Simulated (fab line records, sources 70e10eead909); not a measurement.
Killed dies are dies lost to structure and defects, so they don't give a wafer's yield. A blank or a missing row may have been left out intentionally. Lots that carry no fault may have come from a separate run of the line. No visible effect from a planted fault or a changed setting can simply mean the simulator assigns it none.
Which tool did it? :: flow nandHarc :: 11 lots with 33 wafers sampled at 7 steps, on a route of 1302 steps

## WHAT THE GAUGES SHOWED, per wafer
NHARC_P_STI_CD_MEAS_09: target cd 200 nm. Usual: cdNm reads 200.2 nm (standard deviation 2.2).
lot: L395
measured: day 3 07:21
on: cdSem-02
cdNm (nm): 201.4 203.2 199.7
flag: 

lot: L396
measured: day 3 16:30
on: cdSem-03
cdNm (nm): 201.1 200.2 204.3
flag: 

lot: L397
measured: day 4 03:23
on: cdSem-02
cdNm (nm): 202.1 199.3 202.4
flag: 

lot: L405
measured: day 7 13:17
on: cdSem-01
cdNm (nm): 199.9 200.2 198.4
flag: 

lot: L406
measured: day 7 22:55
on: cdSem-02
cdNm (nm): 198.3 198.3 196.6
flag: 

lot: L411
measured: day 9 21:20
on: cdSem-02
cdNm (nm): 183.4 183.7 182.2
flag: OFF

lot: L412
measured: day 10 07:00
on: cdSem-02
cdNm (nm): 179.6 182.5 182.4
flag: OFF

lot: L413
measured: day 10 17:53
on: cdSem-03
cdNm (nm): 202.4 196.3 197.9
flag: 

lot: L414
measured: day 11 05:07
on: cdSem-02
cdNm (nm): 200.8 197.8 201.4
flag: 

lot: L416
measured: day 11 22:32
on: cdSem-03
cdNm (nm): 199.9 199.4 199.7
flag: 

lot: L417
measured: day 12 10:59
on: cdSem-01
cdNm (nm): 202.1 197.9 200.1
flag: 

NHARC_P_STI_OCD_MEAS_17. Usual: trenchDepthNm 300 nm, standard deviation 4.2; trenchFootCdNm 158.2 nm, standard deviation 2.2.
lot: L395
measured: day 3 08:08
on: ocd-01
trenchDepthNm (nm): 300 306 307
trenchFootCdNm (nm): 159.7 160.0 156.5
flag: 

lot: L396
measured: day 3 17:17
on: ocd-01
trenchDepthNm (nm): 300 297 295
trenchFootCdNm (nm): 158.9 159.0 163.4
flag: 

lot: L397
measured: day 4 04:11
on: ocd-02
trenchDepthNm (nm): 299 298 309
trenchFootCdNm (nm): 159.4 157.5 159.3
flag: 

lot: L405
measured: day 7 14:04
on: ocd-01
trenchDepthNm (nm): 289 296 304
trenchFootCdNm (nm): 159.8 158.8 156.2
flag: 

lot: L406
measured: day 7 23:45
on: ocd-02
trenchDepthNm (nm): 303 301 303
trenchFootCdNm (nm): 156.3 156.1 154.0
flag: 

lot: L411
measured: day 9 22:10
on: ocd-02
trenchDepthNm (nm): 304 302 305
trenchFootCdNm (nm): 140.4 141.4 139.1
flag: OFF

lot: L412
measured: day 10 07:48
on: ocd-01
trenchDepthNm (nm): 300 301 304
trenchFootCdNm (nm): 138.5 140.4 140.2
flag: OFF

lot: L413
measured: day 10 18:40
on: ocd-02
trenchDepthNm (nm): 299 300 297
trenchFootCdNm (nm): 161.0 154.1 156.0
flag: 

lot: L414
measured: day 11 05:53
on: ocd-01
trenchDepthNm (nm): 299 301 301
trenchFootCdNm (nm): 158.8 156.2 159.4
flag: 

lot: L416
measured: day 11 23:19
on: ocd-01
trenchDepthNm (nm): 290 295 296
trenchFootCdNm (nm): 159.9 158.0 158.1
flag: 

lot: L417
measured: day 12 11:47
on: ocd-01
trenchDepthNm (nm): 305 302 298
trenchFootCdNm (nm): 159.2 155.5 158.4
flag: 

NHARC_END_SORT_01. Usual: killedAtArray 61, standard deviation 20; killedAtOther 0.9, standard deviation 1.1; killedAtPeriphery 3.7, standard deviation 2.5; killedDies 65, standard deviation 21; killedOpen 3.3, standard deviation 1.8; killedShort 2.3, standard deviation 1.5.
lot: L395
measured: day 25 06:07
on: prober-01
killedAtArray: 46 59 47
killedAtOther: 0 0 0
killedAtPeriphery: 4 0 2
killedDies: 50 59 49
killedOpen: 3 4 3
killedShort: 4 2 3
flag: 

lot: L396
measured: day 25 06:08
on: prober-02
killedAtArray: 67 77 83
killedAtOther: 0 2 2
killedAtPeriphery: 1 6 6
killedDies: 68 85 91
killedOpen: 3 3 6
killedShort: 1 4 2
flag: 

lot: L397
measured: day 25 15:22
on: prober-01
killedAtArray: 44 40 42
killedAtOther: 1 0 0
killedAtPeriphery: 1 9 5
killedDies: 46 49 47
killedOpen: 1 4 2
killedShort: 3 3 1
flag: 

lot: L405
measured: day 29 03:21
on: prober-02
killedAtArray: 42 37 41
killedAtOther: 1 0 0
killedAtPeriphery: 10 5 8
killedDies: 53 42 49
killedOpen: 2 3 4
killedShort: 0 1 1
flag: 

lot: L406
measured: day 29 18:00
on: prober-01
killedAtArray: 21 30 21
killedAtOther: 1 1 2
killedAtPeriphery: 10 3 6
killedDies: 32 34 29
killedOpen: 4 3 2
killedShort: 3 2 0
flag: 

lot: L412
measured: day 32 04:19
on: prober-02
killedAtArray: 74 71 76
killedAtOther: 0 0 0
killedAtPeriphery: 4 4 3
killedDies: 78 75 79
killedOpen: 6 1 2
killedShort: 5 4 1
flag: 

lot: L413
measured: day 33 01:20
on: prober-01
killedAtArray: 80 88 80
killedAtOther: 2 0 0
killedAtPeriphery: 2 4 1
killedDies: 84 92 81
killedOpen: 0 7 2
killedShort: 4 3 4
flag: 

lot: L414
measured: day 32 17:29
on: prober-01
killedAtArray: 41 53 52
killedAtOther: 0 0 1
killedAtPeriphery: 0 1 3
killedDies: 41 54 56
killedOpen: 1 1 6
killedShort: 0 3 2
flag: 

lot: L416
measured: day 33 21:01
on: prober-01
killedAtArray: 74 74 88
killedAtOther: 0 0 0
killedAtPeriphery: 2 5 5
killedDies: 76 79 93
killedOpen: 6 1 6
killedShort: 1 0 1
flag: 

lot: L417
measured: day 34 19:59
on: prober-02
killedAtArray: 73 59 59
killedAtOther: 1 0 2
killedAtPeriphery: 3 3 0
killedDies: 77 62 61
killedOpen: 7 5 2
killedShort: 2 2 5
flag: 

## WHICH TOOL RAN EACH LOT (tool, then ch and the chambers of the sampled wafers, then the start)
lot: L395
NHARC_P_STI_PEB_07: lithoTrack-03 ch 0, day 3 07:16
NHARC_P_STI_DESCUM_14: rieDiel-13 ch 1,2, day 3 07:37
NHARC_P_STI_ETCH_31: rieDiel-13 ch 1,3, day 3 07:54 or earlier
NHARC_P_STI_ETCH_15: rieSi-01 ch 0,2,3, day 3 07:54

lot: L396
NHARC_P_STI_PEB_07: lithoTrack-05 ch 0, day 3 16:25
NHARC_P_STI_DESCUM_14: rieDiel-10 ch 0,1, day 3 16:46
NHARC_P_STI_ETCH_31: rieDiel-10 ch 0,1,2, day 3 17:02 or earlier
NHARC_P_STI_ETCH_15: rieSi-06 ch 0,3, day 3 17:02

lot: L397
NHARC_P_STI_PEB_07: lithoTrack-03 ch 0, day 4 03:18
NHARC_P_STI_DESCUM_14: rieDiel-10 ch 1,2, day 4 03:40
NHARC_P_STI_ETCH_31: rieDiel-10 ch 2,3, day 4 03:56 or earlier
NHARC_P_STI_ETCH_15: rieSi-02 ch 1,2, day 4 03:56

lot: L405
NHARC_P_STI_PEB_07: lithoTrack-03 ch 0, day 7 13:12
NHARC_P_STI_DESCUM_14: rieDiel-09 ch 0,2,3, day 7 13:33
NHARC_P_STI_ETCH_31: rieDiel-09 ch 0,1,2, day 7 13:49 or earlier
NHARC_P_STI_ETCH_15: rieSi-02 ch 1,2,3, day 7 13:49

lot: L406
NHARC_P_STI_PEB_07: lithoTrack-07 ch 0, day 7 22:50
NHARC_P_STI_DESCUM_14: rieDiel-10 ch 1,2,3, day 7 23:11
NHARC_P_STI_ETCH_31: rieDiel-10 ch 1,2, day 7 23:28 or earlier
NHARC_P_STI_ETCH_15: rieSi-01 ch 0,3, day 7 23:28

lot: L411
NHARC_P_STI_PEB_07: lithoTrack-03 ch 0, day 9 21:16
NHARC_P_STI_DESCUM_14: rieDiel-10 ch 0,3, day 9 21:36
NHARC_P_STI_ETCH_31: rieDiel-10 ch 0,1, day 9 21:56 or earlier
NHARC_P_STI_ETCH_15: rieSi-01 ch 0,2,3, day 9 21:56

lot: L412
NHARC_P_STI_PEB_07: lithoTrack-03 ch 0, day 10 06:55
NHARC_P_STI_DESCUM_14: rieDiel-13 ch 0,1,3, day 10 07:16
NHARC_P_STI_ETCH_31: rieDiel-13 ch 0,1,3, day 10 07:32 or earlier
NHARC_P_STI_ETCH_15: rieSi-06 ch 0,1,3, day 10 07:32

lot: L413
NHARC_P_STI_PEB_07: lithoTrack-05 ch 0, day 10 17:48
NHARC_P_STI_DESCUM_14: rieDiel-09 ch 0,2,3, day 10 18:09
NHARC_P_STI_ETCH_31: rieDiel-09 ch 1,2,3, day 10 18:25 or earlier
NHARC_P_STI_ETCH_15: rieSi-06 ch 0,2,3, day 10 18:25

lot: L414
NHARC_P_STI_PEB_07: lithoTrack-07 ch 0, day 11 05:01
NHARC_P_STI_DESCUM_14: rieDiel-13 ch 0,1,2, day 11 05:22
NHARC_P_STI_ETCH_31: rieDiel-13 ch 0,2,3, day 11 05:38 or earlier
NHARC_P_STI_ETCH_15: rieSi-06 ch 1,2, day 11 05:38

lot: L416
NHARC_P_STI_PEB_07: lithoTrack-07 ch 0, day 11 22:26
NHARC_P_STI_DESCUM_14: rieDiel-13 ch 1,2,3, day 11 22:47
NHARC_P_STI_ETCH_31: rieDiel-13 ch 1,3, day 11 23:04 or earlier
NHARC_P_STI_ETCH_15: rieSi-02 ch 1,3, day 11 23:04

lot: L417
NHARC_P_STI_PEB_07: lithoTrack-07 ch 0, day 12 10:53
NHARC_P_STI_DESCUM_14: rieDiel-13 ch 1,2,3, day 12 11:16
NHARC_P_STI_ETCH_31: rieDiel-13 ch 1,2,3, day 12 11:33 or earlier
NHARC_P_STI_ETCH_15: rieSi-01 ch 2,3, day 12 11:33
- NHARC_P_STI_PEB_07: peb time 80 s.
- NHARC_P_STI_DESCUM_14: chemistry O2, time 3 s.
- NHARC_P_STI_ETCH_31: etches the open film in CF4/CHF3, target depth 108.9 nm, time 54.5 s.
- NHARC_P_STI_ETCH_15: etches the open film in HBr/Cl2, target depth 300 nm, time 100.1 s.

## WHAT THE TOOLS THEMSELVES READ (means of the sampled wafers that have a number; where no wafer has one, the mark that the record gives instead)
NHARC_P_STI_PEB_07. Usual: heaterPowerTotalW 189.7 W, standard deviation 0.76; plateTempC 127.99 C, standard deviation 0.13; resistLineTempC 23.00 C, standard deviation 0.11.
lot: L395
tool: lithoTrack-03
heaterPowerTotalW (W): 189.5
plateTempC (C): 127.93
resistLineTempC (C): 22.87
flag: 

lot: L396
tool: lithoTrack-05
heaterPowerTotalW (W): 189.0
plateTempC (C): 128.21
resistLineTempC (C): 22.96
flag: 

lot: L397
tool: lithoTrack-03
heaterPowerTotalW (W): 189.5
plateTempC (C): 127.84
resistLineTempC (C): 23.16
flag: 

lot: L405
tool: lithoTrack-03
heaterPowerTotalW (W): 190.2
plateTempC (C): 127.96
resistLineTempC (C): 22.90
flag: 

lot: L406
tool: lithoTrack-07
heaterPowerTotalW (W): 189.6
plateTempC (C): 127.89
resistLineTempC (C): 22.97
flag: 

lot: L411
tool: lithoTrack-03
heaterPowerTotalW (W): 185.9
plateTempC (C): 126.19
resistLineTempC (C): 23.08
flag: OFF

lot: L412
tool: lithoTrack-03
heaterPowerTotalW (W): 186.5
plateTempC (C): 126.20
resistLineTempC (C): 22.99
flag: OFF

lot: L413
tool: lithoTrack-05
heaterPowerTotalW (W): 189.8
plateTempC (C): 127.88
resistLineTempC (C): 23.06
flag: 

lot: L414
tool: lithoTrack-07
heaterPowerTotalW (W): 189.7
plateTempC (C): 128.03
resistLineTempC (C): 23.00
flag: 

lot: L416
tool: lithoTrack-07
heaterPowerTotalW (W): 188.8
plateTempC (C): 127.99
resistLineTempC (C): 22.95
flag: 

lot: L417
tool: lithoTrack-07
heaterPowerTotalW (W): 189.8
plateTempC (C): 128.10
resistLineTempC (C): 22.85
flag: 

NHARC_P_STI_DESCUM_14. Usual: drypumpMotorCurrentA 6.1 A, standard deviation 0.51; oesProductAu 0.997 a.u., standard deviation 0.0089; rfVppV 57.8 V, standard deviation 0.91; showerheadPlenumPTorr 1.94 Torr, standard deviation 0.076; throttleValvePct 11.311 %, standard deviation 0.009.
lot: L395
tool: rieDiel-13
drypumpMotorCurrentA (A): 5.9
oesProductAu (a.u.): 0.981
rfVppV (V): 57.5
showerheadPlenumPTorr (Torr): 1.95
throttleValvePct (%): 11.308
flag: 

lot: L396
tool: rieDiel-10
drypumpMotorCurrentA (A): 6.0
oesProductAu (a.u.): 1.002
rfVppV (V): 58.1
showerheadPlenumPTorr (Torr): 1.99
throttleValvePct (%): 11.316
flag: 

lot: L397
tool: rieDiel-10
drypumpMotorCurrentA (A): 6.2
oesProductAu (a.u.): 1.006
rfVppV (V): 57.6
showerheadPlenumPTorr (Torr): 1.85
throttleValvePct (%): 11.298
flag: 

lot: L405
tool: rieDiel-09
drypumpMotorCurrentA (A): 6.1
oesProductAu (a.u.): 0.992
rfVppV (V): 57.5
showerheadPlenumPTorr (Torr): 1.97
throttleValvePct (%): 11.309
flag: 

lot: L406
tool: rieDiel-10
drypumpMotorCurrentA (A): 6.2
oesProductAu (a.u.): 1.003
rfVppV (V): 57.5
showerheadPlenumPTorr (Torr): 1.93
throttleValvePct (%): 11.314
flag: 

lot: L411
tool: rieDiel-10
drypumpMotorCurrentA (A): 6.1
oesProductAu (a.u.): 1.003
rfVppV (V): 57.8
showerheadPlenumPTorr (Torr): 2.03
throttleValvePct (%): 11.304
flag: 

lot: L412
tool: rieDiel-13
drypumpMotorCurrentA (A): 5.8
oesProductAu (a.u.): 0.997
rfVppV (V): 57.5
showerheadPlenumPTorr (Torr): 1.95
throttleValvePct (%): 11.326
flag: 

lot: L413
tool: rieDiel-09
drypumpMotorCurrentA (A): 6.1
oesProductAu (a.u.): 1.007
rfVppV (V): 58.3
showerheadPlenumPTorr (Torr): 1.97
throttleValvePct (%): 11.309
flag: 

lot: L414
tool: rieDiel-13
drypumpMotorCurrentA (A): 5.9
oesProductAu (a.u.): 1.000
rfVppV (V): 57.9
showerheadPlenumPTorr (Torr): 1.94
throttleValvePct (%): 11.321
flag: 

lot: L416
tool: rieDiel-13
drypumpMotorCurrentA (A): 5.8
oesProductAu (a.u.): 1.007
rfVppV (V): 58.5
showerheadPlenumPTorr (Torr): 1.95
throttleValvePct (%): 11.305
flag: 

lot: L417
tool: rieDiel-13
drypumpMotorCurrentA (A): 5.8
oesProductAu (a.u.): 1.004
rfVppV (V): 57.4
showerheadPlenumPTorr (Torr): 1.95
throttleValvePct (%): 11.313
flag: 

NHARC_P_STI_ETCH_31. Usual: drypumpMotorCurrentA 6.0 A, standard deviation 0.53; oesProductAu 0.959 a.u., standard deviation 0.018; rfVppV 371.4 V, standard deviation 2; showerheadPlenumPTorr 1.60 Torr, standard deviation 0.06; throttleValvePct 16.802 %, standard deviation 0.0099.
lot: L395
tool: rieDiel-13
drypumpMotorCurrentA (A): 5.7
oesProductAu (a.u.): 0.925
rfVppV (V): 371.6
showerheadPlenumPTorr (Torr): 1.61
throttleValvePct (%): 16.800
flag: 

lot: L396
tool: rieDiel-10
drypumpMotorCurrentA (A): 6.1
oesProductAu (a.u.): 0.972
rfVppV (V): 370.7
showerheadPlenumPTorr (Torr): 1.58
throttleValvePct (%): 16.799
flag: 

lot: L397
tool: rieDiel-10
drypumpMotorCurrentA (A): 6.3
oesProductAu (a.u.): 0.973
rfVppV (V): 370.4
showerheadPlenumPTorr (Torr): 1.56
throttleValvePct (%): 16.794
flag: 

lot: L405
tool: rieDiel-09
drypumpMotorCurrentA (A): 6.4
oesProductAu (a.u.): 0.958
rfVppV (V): 370.7
showerheadPlenumPTorr (Torr): 1.57
throttleValvePct (%): 16.815
flag: 

lot: L406
tool: rieDiel-10
drypumpMotorCurrentA (A): 6.1
oesProductAu (a.u.): 0.965
rfVppV (V): 368.5
showerheadPlenumPTorr (Torr): 1.52
throttleValvePct (%): 16.804
flag: 

lot: L411
tool: rieDiel-10
drypumpMotorCurrentA (A): 6.0
oesProductAu (a.u.): 0.949
rfVppV (V): 372.6
showerheadPlenumPTorr (Torr): 1.61
throttleValvePct (%): 16.796
flag: 

lot: L412
tool: rieDiel-13
drypumpMotorCurrentA (A): 5.7
oesProductAu (a.u.): 0.930
rfVppV (V): 371.5
showerheadPlenumPTorr (Torr): 1.60
throttleValvePct (%): 16.802
flag: 

lot: L413
tool: rieDiel-09
drypumpMotorCurrentA (A): 6.1
oesProductAu (a.u.): 0.962
rfVppV (V): 370.5
showerheadPlenumPTorr (Torr): 1.58
throttleValvePct (%): 16.810
flag: 

lot: L414
tool: rieDiel-13
drypumpMotorCurrentA (A): 6.3
oesProductAu (a.u.): 0.969
rfVppV (V): 370.8
showerheadPlenumPTorr (Torr): 1.58
throttleValvePct (%): 16.802
flag: 

lot: L416
tool: rieDiel-13
drypumpMotorCurrentA (A): 5.2
oesProductAu (a.u.): 0.975
rfVppV (V): 372.9
showerheadPlenumPTorr (Torr): 1.62
throttleValvePct (%): 16.802
flag: 

lot: L417
tool: rieDiel-13
drypumpMotorCurrentA (A): 5.8
oesProductAu (a.u.): 0.965
rfVppV (V): 371.7
showerheadPlenumPTorr (Torr): 1.60
throttleValvePct (%): 16.799
flag: 

NHARC_P_STI_ETCH_15. Usual: drypumpMotorCurrentA 5.6 A, standard deviation 0.35; mfcCl2Sccm 50.01 sccm, standard deviation 0.16; oesProductAu 0.999 a.u., standard deviation 0.0094; throttleValvePct 26.406 %, standard deviation 0.0086.
lot: L395
tool: rieSi-01
drypumpMotorCurrentA (A): 5.7
mfcCl2Sccm (sccm): 49.94
oesProductAu (a.u.): 1.009
throttleValvePct (%): 26.410
flag: 

lot: L396
tool: rieSi-06
drypumpMotorCurrentA (A): 5.8
mfcCl2Sccm (sccm): 50.04
oesProductAu (a.u.): 0.993
throttleValvePct (%): 26.411
flag: 

lot: L397
tool: rieSi-02
drypumpMotorCurrentA (A): 5.4
mfcCl2Sccm (sccm): 49.91
oesProductAu (a.u.): 1.001
throttleValvePct (%): 26.407
flag: 

lot: L405
tool: rieSi-02
drypumpMotorCurrentA (A): 5.7
mfcCl2Sccm (sccm): 50.08
oesProductAu (a.u.): 0.994
throttleValvePct (%): 26.406
flag: 

lot: L406
tool: rieSi-01
drypumpMotorCurrentA (A): 5.5
mfcCl2Sccm (sccm): 50.02
oesProductAu (a.u.): 1.002
throttleValvePct (%): 26.407
flag: 

lot: L411
tool: rieSi-01
drypumpMotorCurrentA (A): 5.7
mfcCl2Sccm (sccm): 49.95
oesProductAu (a.u.): 1.011
throttleValvePct (%): 26.403
flag: 

lot: L412
tool: rieSi-06
drypumpMotorCurrentA (A): 5.7
mfcCl2Sccm (sccm): 50.09
oesProductAu (a.u.): 1.002
throttleValvePct (%): 26.411
flag: 

lot: L413
tool: rieSi-06
drypumpMotorCurrentA (A): 5.5
mfcCl2Sccm (sccm): 49.99
oesProductAu (a.u.): 0.995
throttleValvePct (%): 26.394
flag: 

lot: L414
tool: rieSi-06
drypumpMotorCurrentA (A): 5.3
mfcCl2Sccm (sccm): 50.06
oesProductAu (a.u.): 0.998
throttleValvePct (%): 26.404
flag: 

lot: L416
tool: rieSi-02
drypumpMotorCurrentA (A): 5.7
mfcCl2Sccm (sccm): 49.96
oesProductAu (a.u.): 0.984
throttleValvePct (%): 26.418
flag: 

lot: L417
tool: rieSi-01
drypumpMotorCurrentA (A): 6.0
mfcCl2Sccm (sccm): 50.03
oesProductAu (a.u.): 0.999
throttleValvePct (%): 26.404
flag: 

## THE ANSWER, worked out from the rows above alone
Rule: a lot is off if the mean of its wafers that have a number lies more than 3 standard deviations from the usual mean. Also off: a lot with no number at a reading for which 4 or more lots have one. Any other lot the step has rows for is counted as sound. Order of review: gauges by route order, followed by the tools' own readings, for which a lot's mean as printed above is used. The first step at which some lot is off is used, and at that step the reading that is off furthest; a lot without a number counts as furthest.
Off, at NHARC_P_STI_CD_MEAS_09 on cdNm: L411, L412.
If a tool, at a process step before that reading, ran all the lots that are off and no sound lot after the first of them, it fits. Not tried: the gauges at NHARC_P_STI_CD_MEAS_09; whatever is off there is also off at NHARC_P_STI_OCD_MEAS_17, on other tools, and gauge error can't account for it. One fits: NHARC_P_STI_PEB_07 on lithoTrack-03. A fault onset in the window from L405 (day 7 13:12, its last sound lot) to L411 (day 9 21:16, its first lot off) fits.
The tool's own readings at NHARC_P_STI_PEB_07 bear it out: on the lots that are off they differ by more than 5 times the standard deviation of the sound lots' means. heaterPowerTotalW reads 186.2 W there against 189.5 W on the sound lots; plateTempC reads 126.19 C there against 127.98 C on the sound lots.

## WHAT THE SIMULATOR HAD PUT IN
Process parameters drifting: lithoTrack-03 at NHARC_P_STI_PEB_07, beginning at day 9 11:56. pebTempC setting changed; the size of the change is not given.
Struck lots among those shown: L411, L412. The rule above found the same.
